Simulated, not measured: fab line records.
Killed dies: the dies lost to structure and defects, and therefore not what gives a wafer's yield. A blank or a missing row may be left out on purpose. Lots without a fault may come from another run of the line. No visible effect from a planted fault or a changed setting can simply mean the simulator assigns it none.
fab line records	flow nand-harc
record: lots: 24	wafers: 72	last-day: 25
route steps=1159 shown A_CONTACT@956 A_BLC@978 A_M1@1036 A_BONDPAD@1076
lots untouched by any fault: they come from a run of this same line in which no faults occurred
start-h: hours from the record's first day to the start of the lot's first wafer shown	wait-h: hours elapsed since this lot's preceding step	" repeats the value in the row above	L1.1+2: a row that stands for several wafers	- no value, or no start given	* or withheld: withheld	< > ~ a bound
route shown NAME@n: names a module that has steps shown in the file, with the first one's number in the route	usual: the fault-free wafers' mean and standard deviation	same: alike in all rows	chamber/n: place in a boat	sites: each site's reading	_std_site: the standard deviation of these	_edge_site: the outer-site mean with the inner-site mean subtracted	radius-mm: how far each site lies from the wafer's centre	mask NAME#n: copy n	behind: the most recent tool/chamber to have shaped the wafer	hold: cause of the lot's hold/its duration in hours/its outcome	device: the transistor (n, p or np) that didn't switch	end of line: tests run on the same wafers once the route is complete	for a step that has no rows: nothing shown but its recipe	killed: the dies lost at the first sort to structure and to defects; this is not the yield of the wafer	map: a wafer's dies, x killed, . not, _ none there
set.NAME: the setting that was run; set.NAME@STEP: the one run at that earlier step	model.NAME: the simulator's own value behind a step, which no gauge read
one table for each step of the route and one row for each wafer, over a sample of lots
services: from which hour (start-h, from the record's first day; less than 0 if before it) a tool's chamber was out of use, for how many hours, and why
== steps ==
step: NHARC_A_CONTACT_STRIP_26
recipe: o2-flow-sccm: 500	ar-flow-sccm: 0	bias-w: 0	chemistry: O2
usual: drypump-motor-current-A: 5.9/0.47	oes-product-au: 0.998/0.011	rf-vpp-V: 57.6/0.92	showerhead-plenum-p-Torr: 3.52/0.14	throttle-valve-pct: 17.036/0.0092
lot.wafer	tool	chamber	start-h	wait-h	drypump-motor-current-A	oes-product-au	rf-hours-counter-h	rf-vpp-V	showerhead-plenum-p-Torr	throttle-valve-pct
L074.3	rie-diel-08	1	-	-	6.1	0.986	16	57.7	3.45	17.027
L074.4	"	0	"	"	6.3	1.001	-	58.1	3.41	17.041
L074.5	"	1	"	"	6.1	0.981	-	57.0	3.45	17.033
L076.2	rie-diel-04	2	-	-	5.6	1.000	24	58.5	3.76	17.027
L076.3	"	3	"	"	6.0	0.999	34	57.9	3.62	17.018
L076.6	"	2	"	"	5.6	1.002	-	58.3	3.76	17.028
L075.2	rie-diel-04	3	-	-	6.0	0.982	36	58.6	3.62	17.048
L075.4	"	0	"	"	5.7	0.982	34	57.4	3.60	17.048
L075.5	"	1	"	"	5.5	0.991	-	57.6	3.47	17.047
L077.4	rie-diel-08	0	-	-	6.3	1.012	15	56.3	3.41	17.030
L077.1	"	2	"	"	4.9	1.002	17	59.2	3.72	17.043
L077.5	"	0	"	"	6.3	1.006	-	56.9	3.41	17.035
L079.1	rie-diel-08	2	-	-	4.9	0.995	17	57.4	3.72	17.050
L079.4	"	0	"	"	6.3	1.008	16	57.0	3.41	17.043
L079.5	"	2	"	"	4.9	0.999	-	58.7	3.72	17.041
L078.1	rie-diel-08	0	-	-	6.3	1.010	18	58.6	3.41	17.044
L078.3	"	1	"	"	6.1	0.981	21	57.1	3.44	17.045
L078.4	"	3	"	"	6.2	1.014	14	56.9	3.37	17.030
L080.2	rie-diel-04	1	-	-	5.5	1.003	42	57.2	3.46	17.031
L080.6	"	3	"	"	6.0	0.991	-	58.2	3.62	17.040
L080.5	"	0	"	"	5.7	1.002	-	57.5	3.60	17.050
L081.2	rie-diel-08	1	-	-	6.1	0.984	24	56.8	3.44	17.037
L081.4	"	3	"	"	6.2	0.997	17	56.7	3.37	17.036
L081.6	"	2	"	"	4.9	1.002	-	56.3	3.72	17.031
L082.2	rie-diel-06	2	-	-	5.7	0.989	4	56.9	3.31	17.023
L082.1	"	0	"	"	5.6	1.014	4	57.9	3.81	17.041
L082.6	"	3	"	"	5.8	1.006	-	57.9	3.61	17.033
L084.4	rie-diel-08	0	-	-	6.3	1.006	22	56.1	3.40	17.033
L084.1	"	1	"	"	6.1	0.990	26	55.9	3.44	17.022
L084.3	"	2	"	"	4.9	0.985	24	59.7	3.72	17.030
L083.4	rie-diel-04	1	-	-	5.5	0.991	53	56.4	3.45	17.032
L083.3	"	2	"	"	5.6	0.997	46	59.3	3.74	17.040
L083.5	"	3	"	"	6.0	0.990	-	57.8	3.61	17.044
L088.1	rie-diel-08	2	-	-	4.9	0.990	26	57.1	3.72	17.045
L088.3	"	0	"	"	6.3	1.010	24	58.6	3.40	17.041
L088.6	"	1	"	"	6.2	0.977	-	58.1	3.44	17.027
L087.4	rie-diel-08	3	-	-	6.2	1.019	21	55.8	3.37	17.032
L087.2	"	1	"	"	6.1	0.990	29	57.5	3.44	17.046
L087.5	"	0	"	"	6.3	1.012	-	57.9	3.40	17.050
L086.3	rie-diel-08	2	-	-	4.9	1.001	27	57.9	3.71	17.026
L086.2	"	3	"	"	6.2	1.001	21	58.0	3.36	17.034
L086.5	"	0	"	"	6.3	1.016	-	56.9	3.40	17.046
L089.3	rie-diel-08	1	-	-	6.2	0.990	32	56.7	3.44	17.037
L089.5	"	1	"	"	6.2	0.985	-	57.1	3.44	17.028
L089.6	"	2	"	"	4.9	1.005	-	58.0	3.71	17.025
L085.3	rie-diel-08	1	-	-	6.2	0.987	33	58.2	3.44	17.028
L085.1	"	2	"	"	4.9	1.002	30	58.4	3.71	17.035
L085.2	"	3	"	"	6.2	1.003	24	56.7	3.36	17.062
L091.4	rie-diel-08	2	-	-	4.9	0.992	31	59.1	3.71	17.038
L091.3	"	3	"	"	6.2	0.999	25	57.4	3.36	17.035
L091.5	"	1	"	"	6.1	0.985	-	57.6	3.44	17.056
L090.1	rie-diel-04	2	-	-	5.6	1.003	1	59.6	3.74	17.034
L090.4	"	3	"	"	6.0	0.993	1	58.6	3.61	17.025
L090.5	"	2	"	"	5.6	0.996	-	59.1	3.74	17.034
L093.1	rie-diel-08	1	-	-	6.1	0.997	1	56.9	3.44	17.047
L093.3	"	2	"	"	4.9	1.002	1	59.1	3.71	17.044
L093.5	"	2	"	"	4.9	1.007	-	58.1	3.71	17.042
L092.3	rie-diel-04	1	-	-	5.5	1.000	5	54.9	3.45	17.019
L092.6	"	2	"	"	5.6	0.995	-	57.3	3.74	17.029
L092.5	"	3	"	"	6.0	0.997	-	58.2	3.61	17.023
L094.3	rie-diel-08	0	-	-	6.3	1.014	3	57.9	3.40	17.042
L094.1	"	2	"	"	4.9	1.006	2	57.8	3.71	17.022
L094.6	"	0	"	"	6.3	1.018	-	58.1	3.40	17.039
L097.1	rie-diel-08	0	-	-	6.3	1.007	6	57.5	3.40	17.045
L097.2	"	3	"	"	6.2	1.011	6	58.6	3.36	17.029
L097.6	"	1	"	"	6.2	1.006	-	56.3	3.43	17.033
L095.3	rie-diel-04	2	-	-	5.6	0.992	21	57.2	3.73	17.042
L095.1	"	1	"	"	5.5	0.987	22	57.2	3.44	17.039
L095.5	"	2	"	"	5.6	0.990	-	57.8	3.73	17.035
L096.2	rie-diel-08	3	-	-	6.2	1.012	11	58.2	3.36	17.039
L096.5	"	0	"	"	6.3	1.032	-	55.5	3.39	17.042
L096.4	"	3	"	"	6.2	1.004	-	56.9	3.36	17.033
step: NHARC_A_BLC_ETCH_16
recipe: target-depth-a: 390	over-etch-frac: 0.3	time-s: 65	ion-energy-ev: 80	cf4-flow-sccm: 150	ar-flow-sccm: 0	rf-w: 300	bias-w: 100	chemistry: CF4
usual: drypump-motor-current-A: 5.6/0.42	oes-product-au: 0.996/0.01	rf-vpp-V: 150.8/1.3	showerhead-plenum-p-Torr: 1.73/0.073	throttle-valve-pct: 13.283/0.009
lot.wafer	tool	chamber	start-h	wait-h	drypump-motor-current-A	oes-product-au	rf-hours-counter-h	rf-vpp-V	showerhead-plenum-p-Torr	throttle-valve-pct
L074.4	rie-diel-03	2	392.21	0.1	6.3	0.986	16	153.8	1.81	13.282
L074.3	"	3	"	"	5.7	0.994	14	152.8	1.84	13.289
L074.5	"	3	"	"	5.7	1.002	-	151.4	1.84	13.282
L076.2	rie-diel-12	3	395.85	0.1	5.0	1.001	1	151.8	1.70	13.281
L076.3	"	0	"	"	5.7	1.018	1	148.6	1.67	13.282
L076.6	"	3	"	"	5.0	0.996	-	150.0	1.70	13.272
L075.2	rie-diel-12	3	396.78	0.3	5.0	0.995	1	149.5	1.70	13.282
L075.4	"	0	"	"	5.7	0.999	-	149.2	1.66	13.263
L075.5	"	1	"	"	5.1	1.008	-	151.0	1.71	13.285
L077.1	rie-diel-12	3	399.37	0.1	5.0	0.983	2	151.6	1.70	13.274
L077.5	"	3	"	"	5.0	0.991	-	150.3	1.70	13.280
L077.4	"	1	"	"	5.2	1.008	-	149.4	1.71	13.272
L079.1	rie-diel-12	2	405.72	0.1	6.1	0.983	1	151.6	1.86	13.276
L079.4	"	1	"	"	5.2	1.007	3	150.5	1.71	13.289
L079.5	"	2	"	"	6.2	0.992	-	151.8	1.86	13.275
L078.3	rie-diel-03	1	411.88	0.1	5.4	0.995	1	151.1	1.70	13.288
L078.4	"	2	"	"	6.3	0.991	1	151.7	1.80	13.283
L078.1	"	0	"	"	5.5	0.980	1	149.8	1.65	13.281
L080.2	rie-diel-05	3	421.36	0.1	5.8	1.015	25	152.4	1.88	13.285
L080.6	"	1	"	"	5.7	0.995	-	149.6	1.67	13.288
L080.5	"	2	"	"	5.3	0.989	-	152.4	1.74	13.274
L081.2	rie-diel-12	0	431.14	0.1	5.7	0.995	4	149.3	1.66	13.285
L081.4	"	1	"	"	5.1	1.002	5	150.9	1.71	13.297
L081.6	"	3	"	"	5.0	0.973	-	151.0	1.70	13.278
L082.1	rie-diel-03	2	445.43	0.1	6.3	0.977	5	152.4	1.80	13.291
L082.2	"	3	"	"	5.7	1.013	5	152.4	1.84	13.267
L082.6	"	0	"	"	5.5	0.994	-	149.2	1.65	13.277
L084.1	rie-diel-03	0	448.68	0.1	5.5	0.991	4	149.8	1.65	13.281
L084.3	"	1	"	"	5.4	0.999	6	149.9	1.70	13.293
L084.4	"	2	"	"	6.3	0.990	6	150.2	1.80	13.288
L083.4	rie-diel-12	2	448.98	0.1	6.1	0.993	4	152.4	1.86	13.292
L083.3	"	3	"	"	5.0	0.977	6	152.1	1.70	13.277
L083.5	"	1	"	"	5.1	1.010	-	149.6	1.71	13.284
L088.1	rie-diel-03	3	456.50	0.1	5.7	1.009	7	151.2	1.84	13.285
L088.3	"	1	"	"	5.4	1.001	7	148.4	1.70	13.277
L088.6	"	2	"	"	6.3	0.994	-	154.1	1.80	13.294
L087.4	rie-diel-12	0	457.25	0.2	5.7	0.995	7	150.1	1.66	13.282
L087.2	"	1	"	"	5.1	1.015	7	151.1	1.71	13.303
L087.5	"	3	"	"	5.0	0.989	-	149.4	1.70	13.278
L086.2	rie-diel-03	1	459.67	0.1	5.4	0.998	7	150.5	1.70	13.295
L086.3	"	3	"	"	5.7	1.014	8	151.9	1.84	13.269
L086.5	"	2	"	"	6.3	0.994	-	151.1	1.80	13.282
L089.3	rie-diel-03	0	470.15	0.1	5.5	0.996	7	149.8	1.65	13.271
L089.5	"	1	"	"	5.4	0.995	-	149.5	1.70	13.276
L089.6	"	2	"	"	6.3	0.989	-	152.2	1.80	13.297
L085.3	rie-diel-12	0	470.47	0.1	5.7	1.003	8	150.2	1.66	13.278
L085.2	"	1	"	"	5.1	1.013	8	150.6	1.70	13.295
L085.1	"	2	"	"	6.2	0.996	7	153.2	1.86	13.269
L091.3	rie-diel-12	2	478.07	0.1	6.2	0.988	7	152.1	1.86	13.303
L091.4	"	3	"	"	5.0	0.990	9	150.5	1.70	13.272
L091.5	"	2	"	"	6.1	0.973	-	154.1	1.86	13.285
L090.1	rie-diel-12	3	493.07	0.1	5.0	0.989	10	151.1	1.70	13.272
L090.4	"	0	"	"	5.7	1.005	10	150.5	1.66	13.282
L090.5	"	3	"	"	5.0	0.998	-	151.6	1.70	13.282
L093.3	rie-diel-12	3	500.91	0.1	5.0	0.991	11	149.5	1.70	13.280
L093.1	"	1	"	"	5.2	1.004	11	151.2	1.70	13.287
L093.5	"	3	"	"	5.0	0.985	-	151.8	1.70	13.288
L092.3	rie-diel-03	2	501.71	0.1	6.3	0.994	12	150.7	1.80	13.289
L092.6	"	0	"	"	5.5	0.977	-	149.7	1.65	13.279
L092.5	"	1	"	"	5.4	0.996	-	149.9	1.70	13.282
L094.1	rie-diel-12	1	509.52	0.1	5.2	1.001	13	150.9	1.70	13.290
L094.3	"	3	"	"	4.9	0.979	12	151.9	1.70	13.275
L094.6	"	1	"	"	5.2	1.000	-	150.4	1.70	13.270
L097.2	rie-diel-03	0	524.18	0.1	5.5	0.983	11	150.6	1.65	13.300
L097.1	"	1	"	"	5.4	1.005	15	150.3	1.70	13.277
L097.6	"	1	"	"	5.4	1.011	-	148.8	1.70	13.280
L095.1	rie-diel-03	2	543.04	0.1	6.3	0.991	17	151.5	1.80	13.285
L095.3	"	3	"	"	5.7	1.004	17	152.5	1.84	13.273
L095.5	"	0	"	"	5.5	0.987	-	151.3	1.65	13.281
L096.2	rie-diel-12	2	547.81	0.1	6.1	0.996	15	152.0	1.85	13.277
L096.4	"	0	"	"	5.7	0.988	16	150.6	1.66	13.296
L096.5	"	3	"	"	5.0	0.980	-	151.0	1.70	13.287
step: NHARC_A_M1_CD_MEAS_09
recipe: target-cd-nm: 120	landing-energy-ev: 500
usual: cd-nm: 120.0/0.75
same: landing-energy-ev: 500
lot.wafer	tool	chamber	start-h	wait-h	cd-nm
L074.3	cd-sem-03	0	401.97	-	120.5
L074.4	"	0	"	"	120.3
L074.5	"	0	"	"	120.1
L076.2	cd-sem-01	0	404.37	-	119.7
L076.3	"	0	"	"	120.9
L076.6	"	0	"	"	120.1
L075.2	cd-sem-02	0	404.80	-	121.0
L075.4	"	0	"	"	120.5
L075.5	"	0	"	"	120.7
L077.1	cd-sem-01	0	407.60	-	119.8
L077.4	"	0	"	"	120.3
L077.5	"	0	"	"	120.2
L079.1	cd-sem-03	0	413.42	-	120.2
L079.4	"	0	"	"	119.1
L079.5	"	0	"	"	118.7
L078.1	cd-sem-02	0	425.02	-	120.7
L078.3	"	0	"	"	119.9
L078.4	"	0	"	"	120.5
L080.2	cd-sem-01	0	429.93	-	119.6
L080.5	"	0	"	"	119.4
L080.6	"	0	"	"	120.1
L081.2	cd-sem-02	0	440.57	-	118.9
L081.4	"	0	"	"	118.8
L081.6	"	0	"	"	119.4
L082.1	cd-sem-03	0	453.22	-	118.9
L082.2	"	0	"	"	119.1
L082.6	"	0	"	"	118.4
L084.1	cd-sem-03	0	459.75	-	120.8
L084.3	"	0	"	"	120.9
L084.4	"	0	"	"	120.7
L083.3	cd-sem-03	0	459.92	-	120.1
L083.4	"	0	"	"	120.3
L083.5	"	0	"	"	120.2
L088.1	cd-sem-01	0	464.38	-	119.5
L088.3	"	0	"	"	120.3
L088.6	"	0	"	"	118.8
L087.2	cd-sem-01	0	465.10	-	119.6
L087.4	"	0	"	"	119.8
L087.5	"	0	"	"	118.8
L086.2	cd-sem-01	0	467.53	-	119.7
L086.3	"	0	"	"	118.9
L086.5	"	0	"	"	118.5
L089.3	cd-sem-02	0	478.27	-	119.9
L089.5	"	0	"	"	119.8
L089.6	"	0	"	"	119.4
L085.1	cd-sem-01	0	478.43	-	121.3
L085.2	"	0	"	"	120.9
L085.3	"	0	"	"	120.6
L091.3	cd-sem-02	0	496.52	-	119.9
L091.4	"	0	"	"	120.8
L091.5	"	0	"	"	119.5
L090.1	cd-sem-02	0	500.92	-	119.3
L090.4	"	0	"	"	119.9
L090.5	"	0	"	"	119.0
L093.1	cd-sem-03	0	511.50	-	120.6
L093.3	"	0	"	"	120.0
L093.5	"	0	"	"	119.4
L092.3	cd-sem-01	0	512.07	-	119.0
L092.5	"	0	"	"	118.8
L092.6	"	0	"	"	119.1
L094.1	cd-sem-03	0	518.10	-	120.7
L094.3	"	0	"	"	120.4
L094.6	"	0	"	"	120.7
L097.1	cd-sem-02	0	534.59	-	120.8
L097.2	"	0	"	"	120.3
L097.6	"	0	"	"	120.9
L095.1	cd-sem-02	0	552.09	-	119.8
L095.3	"	0	"	"	121.5
L095.5	"	0	"	"	120.8
L096.2	cd-sem-01	0	559.61	-	120.1
L096.4	"	0	"	"	119.8
L096.5	"	0	"	"	120.2
step: NHARC_A_M1_PRE_CLEAN_30
recipe: time-s: 30	temp-c: 280	gas: H2/He
usual: heater-power-w: 426/46
lot.wafer	tool	chamber	start-h	wait-h	heater-power-w
L074.3	pvd-sputter-03	-	-	-	406
L074.4	"	-	"	"	459
L074.5	"	-	"	"	485
L076.3	pvd-sputter-03	-	-	-	460
L076.2	"	-	"	"	484
L076.6	"	-	"	"	473
L075.2	pvd-sputter-02	-	-	-	414
L075.4	"	-	"	"	405
L075.5	"	-	"	"	501
L077.4	pvd-sputter-03	-	-	-	352
L077.1	"	-	"	"	397
L077.5	"	-	"	"	468
L079.1	pvd-sputter-01	-	-	-	491
L079.4	"	-	"	"	369
L079.5	"	-	"	"	411
L078.3	pvd-sputter-01	-	-	-	372
L078.1	"	-	"	"	478
L078.4	"	-	"	"	406
L080.2	pvd-sputter-01	-	-	-	475
L080.6	"	-	"	"	444
L080.5	"	-	"	"	364
L081.4	pvd-sputter-01	-	-	-	488
L081.2	"	-	"	"	380
L081.6	"	-	"	"	471
L082.2	pvd-sputter-03	-	-	-	404
L082.1	"	-	"	"	346
L082.6	"	-	"	"	398
L084.4	pvd-sputter-01	-	-	-	488
L084.1	"	-	"	"	409
L084.3	"	-	"	"	442
L083.4	pvd-sputter-01	-	-	-	367
L083.3	"	-	"	"	436
L083.5	"	-	"	"	478
L088.1	pvd-sputter-02	-	-	-	374
L088.3	"	-	"	"	405
L088.6	"	-	"	"	504
L087.2	pvd-sputter-02	-	-	-	410
L087.4	"	-	"	"	392
L087.5	"	-	"	"	513
L086.3	pvd-sputter-03	-	-	-	456
L086.2	"	-	"	"	392
L086.5	"	-	"	"	455
L089.3	pvd-sputter-02	-	-	-	400
L089.6	"	-	"	"	499
L089.5	"	-	"	"	394
L085.2	pvd-sputter-01	-	-	-	414
L085.1	"	-	"	"	431
L085.3	"	-	"	"	374
L091.4	pvd-sputter-01	-	-	-	412
L091.3	"	-	"	"	436
L091.5	"	-	"	"	492
L090.1	pvd-sputter-02	-	-	-	407
L090.4	"	-	"	"	406
L090.5	"	-	"	"	416
L093.3	pvd-sputter-02	-	-	-	372
L093.1	"	-	"	"	504
L093.5	"	-	"	"	413
L092.3	pvd-sputter-01	-	-	-	472
L092.6	"	-	"	"	445
L092.5	"	-	"	"	377
L094.1	pvd-sputter-03	-	-	-	375
L094.3	"	-	"	"	469
L094.6	"	-	"	"	379
L097.2	pvd-sputter-03	-	-	-	382
L097.1	"	-	"	"	453
L097.6	"	-	"	"	371
L095.1	pvd-sputter-02	-	-	-	518
L095.3	"	-	"	"	376
L095.5	"	-	"	"	412
L096.4	pvd-sputter-01	-	-	-	378
L096.2	"	-	"	"	486
L096.5	"	-	"	"	440
step: NHARC_A_M1_THK_MEAS_24
recipe: thk-meas-gauge: xrf
usual: thk-nm: 153.8/1.4
lot.wafer	tool	chamber	start-h	wait-h	thk-nm
L074.3	film-metro-02	-	405.05	-	153.2
L074.4	"	-	"	"	153.0
L074.5	"	-	"	"	154.7
L076.2	film-metro-02	-	407.00	-	153.9
L076.3	"	-	"	"	151.9
L076.6	"	-	"	"	153.9
L075.2	film-metro-01	-	407.39	-	154.0
L075.4	"	-	"	"	155.6
L075.5	"	-	"	"	156.1
L077.1	film-metro-02	-	410.20	-	153.1
L077.4	"	-	"	"	154.4
L077.5	"	-	"	"	154.7
L079.1	film-metro-02	-	416.06	-	154.2
L079.4	"	-	"	"	153.4
L079.5	"	-	"	"	153.4
L078.1	film-metro-01	-	427.66	-	153.5
L078.3	"	-	"	"	150.8
L078.4	"	-	"	"	152.7
L080.2	film-metro-02	-	432.56	-	156.5
L080.5	"	-	"	"	153.9
L080.6	"	-	"	"	155.0
L081.2	film-metro-02	-	443.18	-	153.3
L081.4	"	-	"	"	155.8
L081.6	"	-	"	"	153.7
L082.1	film-metro-01	-	457.16	-	153.9
L082.2	"	-	"	"	155.0
L082.6	"	-	"	"	155.3
L084.1	film-metro-01	-	462.37	-	154.3
L084.3	"	-	"	"	153.6
L084.4	"	-	"	"	151.7
L083.3	film-metro-01	-	462.80	-	152.7
L083.4	"	-	"	"	154.8
L083.5	"	-	"	"	152.8
L088.1	film-metro-01	-	467.15	-	152.6
L088.3	"	-	"	"	154.1
L088.6	"	-	"	"	152.9
L087.2	film-metro-02	-	467.81	-	151.4
L087.4	"	-	"	"	150.6
L087.5	"	-	"	"	152.6
L086.2	film-metro-01	-	470.24	-	154.8
L086.3	"	-	"	"	154.7
L086.5	"	-	"	"	154.3
L089.3	film-metro-01	-	481.13	-	153.7
L089.5	"	-	"	"	153.1
L089.6	"	-	"	"	153.9
L085.1	film-metro-01	-	481.29	-	152.7
L085.2	"	-	"	"	155.5
L085.3	"	-	"	"	152.7
L091.3	film-metro-02	-	499.12	-	154.8
L091.4	"	-	"	"	153.5
L091.5	"	-	"	"	154.8
L090.1	film-metro-01	-	503.54	-	156.0
L090.4	"	-	"	"	155.2
L090.5	"	-	"	"	155.2
L093.1	film-metro-02	-	514.13	-	151.8
L093.3	"	-	"	"	152.0
L093.5	"	-	"	"	153.2
L092.3	film-metro-02	-	515.02	-	155.3
L092.5	"	-	"	"	153.0
L092.6	"	-	"	"	152.8
L094.1	film-metro-01	-	520.71	-	153.7
L094.3	"	-	"	"	154.6
L094.6	"	-	"	"	155.9
L097.1	film-metro-02	-	537.74	-	154.7
L097.2	"	-	"	"	151.9
L097.6	"	-	"	"	151.8
L095.1	film-metro-01	-	554.69	-	156.6
L095.3	"	-	"	"	154.3
L095.5	"	-	"	"	155.1
L096.2	film-metro-01	-	562.31	-	152.4
L096.4	"	-	"	"	155.3
L096.5	"	-	"	"	151.5
step: NHARC_A_BONDPAD_ETCH_34
recipe: target-depth-a: 600	overetch-a: 180	time-s: 65.91	ion-energy-ev: 200	n2-flow-sccm: 150	h2-flow-sccm: 150	ar-flow-sccm: 0	rf-w: 400	bias-w: 150	chemistry: N2/H2
usual: drypump-motor-current-A: 5.8/0.43	oes-product-au: 0.998/0.011	rf-vpp-V: 430.5/2.3	showerhead-plenum-p-Torr: 2.04/0.078	throttle-valve-pct: 14.173/0.0087
lot.wafer	tool	chamber	start-h	wait-h	drypump-motor-current-A	oes-product-au	rf-hours-counter-h	rf-vpp-V	showerhead-plenum-p-Torr	throttle-valve-pct
L074.3	rie-diel-09	2	407.43	0.1	5.5	0.994	6	429.6	1.97	14.180
L074.5	"	2	"	"	5.5	0.995	-	430.0	1.97	14.181
L074.4	"	1	"	"	5.5	0.978	-	430.2	2.00	14.166
L076.3	rie-diel-08	0	409.41	0.1	6.3	1.010	18	429.4	1.96	14.183
L076.2	"	1	"	"	6.2	0.991	21	429.7	1.99	14.189
L076.6	"	3	"	"	6.2	1.012	-	428.0	1.94	14.156
L075.4	rie-diel-08	3	409.84	0.1	6.2	1.009	14	427.5	1.94	14.181
L075.2	"	0	"	"	6.2	1.002	18	430.3	1.96	14.165
L075.5	"	2	"	"	4.9	1.007	-	432.8	2.16	14.183
L077.4	rie-diel-09	1	412.64	0.1	5.5	0.985	7	428.8	2.00	14.165
L077.1	"	3	"	"	6.3	1.012	5	430.3	2.02	14.179
L077.5	"	1	"	"	5.5	0.988	-	429.8	2.00	14.179
L079.4	rie-diel-08	0	418.33	0.1	6.3	0.996	18	428.1	1.96	14.167
L079.1	"	1	"	"	6.1	0.971	22	428.8	1.99	14.169
L079.5	"	3	"	"	6.2	0.994	-	427.3	1.94	14.169
L078.1	rie-diel-04	2	430.19	0.1	5.6	1.006	39	434.4	2.18	14.174
L078.3	"	0	"	"	5.7	0.990	49	431.9	2.08	14.173
L078.4	"	2	"	"	5.6	1.009	-	435.6	2.18	14.171
L080.2	rie-diel-04	1	435.00	0.1	5.5	1.009	49	429.3	1.99	14.168
L080.6	"	1	"	"	5.5	1.014	-	430.2	1.99	14.187
L080.5	"	2	"	"	5.6	1.015	-	433.1	2.18	14.169
L081.2	rie-diel-09	2	445.56	0.1	5.5	0.996	0	429.2	1.97	14.181
L081.4	"	0	"	"	6.4	0.997	0	435.3	2.15	14.186
L081.6	"	3	"	"	6.3	0.996	-	429.8	2.02	14.168
L082.1	rie-diel-09	0	459.53	0.1	6.4	0.999	0	434.9	2.15	14.176
L082.2	"	1	"	"	5.4	0.968	0	429.7	2.00	14.192
L082.6	"	1	"	"	5.4	0.980	-	428.2	2.00	14.173
L084.3	rie-diel-09	2	464.89	0.1	5.5	0.990	1	428.5	1.97	14.181
L084.1	"	3	"	"	6.3	1.008	1	430.7	2.02	14.171
L084.4	"	1	"	"	5.4	0.979	1	429.1	2.00	14.162
L083.4	rie-diel-09	3	465.34	0.1	6.3	1.016	1	429.8	2.02	14.191
L083.3	"	0	"	"	6.3	1.006	1	432.8	2.15	14.175
L083.5	"	2	"	"	5.5	1.009	-	429.3	1.97	14.174
L088.3	rie-diel-09	0	469.42	0.1	6.3	0.996	1	433.9	2.15	14.163
L088.1	"	1	"	"	5.5	0.986	1	430.1	2.00	14.150
L088.6	"	2	"	"	5.5	1.002	-	428.1	1.97	14.166
L087.2	rie-diel-08	2	470.19	0.1	4.9	0.997	30	432.9	2.16	14.176
L087.4	"	3	"	"	6.2	1.003	24	427.7	1.93	14.164
L087.5	"	2	"	"	4.9	1.007	-	434.3	2.16	14.163
L086.2	rie-diel-09	3	472.64	0.1	6.3	1.005	1	428.2	2.02	14.190
L086.3	"	0	"	"	6.3	0.995	1	433.1	2.15	14.169
L086.5	"	0	"	"	6.4	0.997	-	434.3	2.15	14.172
L089.3	rie-diel-09	0	483.74	0.1	6.4	0.990	2	434.4	2.15	14.171
L089.6	"	1	"	"	5.4	0.969	-	428.8	1.99	14.172
L089.5	"	2	"	"	5.5	0.998	-	429.7	1.97	14.166
L085.2	rie-diel-04	1	483.91	0.1	5.5	1.003	2	428.5	1.99	14.163
L085.1	"	2	"	"	5.6	0.998	2	434.5	2.17	14.173
L085.3	"	0	"	"	5.7	0.985	2	431.2	2.08	14.169
L091.4	rie-diel-09	0	501.39	0.1	6.4	0.996	2	432.2	2.15	14.161
L091.3	"	3	"	"	6.3	1.002	2	429.7	2.02	14.176
L091.5	"	0	"	"	6.4	0.990	-	433.0	2.15	14.153
L090.4	rie-diel-09	3	505.96	0.1	6.3	1.013	3	430.1	2.02	14.173
L090.1	"	0	"	"	6.4	1.007	3	433.2	2.15	14.161
L090.5	"	3	"	"	6.3	1.015	-	430.0	2.02	14.156
L093.3	rie-diel-04	3	516.51	0.1	6.0	0.998	15	432.7	2.09	14.170
L093.1	"	0	"	"	5.7	0.979	14	431.4	2.07	14.172
L093.5	"	1	"	"	5.5	0.992	-	429.5	1.98	14.169
L092.3	rie-diel-09	2	517.91	0.1	5.5	0.988	3	428.3	1.97	14.181
L092.5	"	2	"	"	5.5	0.996	-	429.2	1.97	14.173
L092.6	"	3	"	"	6.3	1.007	-	430.9	2.02	14.164
L094.1	rie-diel-09	1	523.40	0.1	5.4	0.990	3	428.1	1.99	14.189
L094.3	"	0	"	"	6.3	1.009	3	433.9	2.15	14.174
L094.6	"	2	"	"	5.5	1.014	-	429.3	1.97	14.172
L097.1	rie-diel-09	2	540.12	0.1	5.5	1.006	4	427.9	1.97	14.175
L097.2	"	0	"	"	6.3	0.999	4	433.2	2.15	14.170
L097.6	"	3	"	"	6.3	1.000	-	430.0	2.02	14.186
L095.3	rie-diel-04	2	557.07	0.1	5.6	0.998	28	434.0	2.16	14.175
L095.1	"	3	"	"	6.0	1.001	30	432.9	2.08	14.169
L095.5	"	1	"	"	5.5	0.999	-	429.7	1.98	14.174
L096.2	rie-diel-09	1	564.70	0.1	5.5	0.992	5	429.0	1.99	14.169
L096.4	"	2	"	"	5.5	1.009	5	428.7	1.97	14.182
L096.5	"	1	"	"	5.5	0.998	-	429.8	1.99	14.166
== services ==
tool	chamber	start-h	hours	kind
rie-diel-09	0	372.51	3.0	repair
rie-diel-12	-	379.43	9.0	pm
rie-diel-08	2	384.74	5.2	repair
rie-diel-09	-	390.25	0.7	repair
rie-diel-12	2	390.66	11.2	repair
rie-diel-03	-	392.30	9.0	pm
rie-diel-09	3	404.75	5.5	repair
rie-diel-03	0	417.05	9.7	repair
rie-diel-04	3	419.08	20.6	repair
rie-diel-03	-	428.97	0.8	repair
rie-diel-09	-	431.10	9.0	pm
rie-diel-12	1	435.64	4.4	repair
rie-diel-03	1	442.17	2.5	repair
rie-diel-04	-	466.31	9.0	pm
rie-diel-09	1	472.46	2.5	repair
rie-diel-03	3	472.58	4.9	repair
rie-diel-08	-	478.86	9.0	pm
rie-diel-03	0	479.40	12.8	repair
rie-diel-08	-	504.61	0.9	repair
rie-diel-08	1	510.47	3.5	repair
pvd-sputter-01	-	514.05	10.0	pm
rie-diel-08	1	539.98	9.6	repair
rie-diel-12	-	556.43	9.0	pm
rie-diel-08	1	562.47	5.0	repair
== key ==
fault none
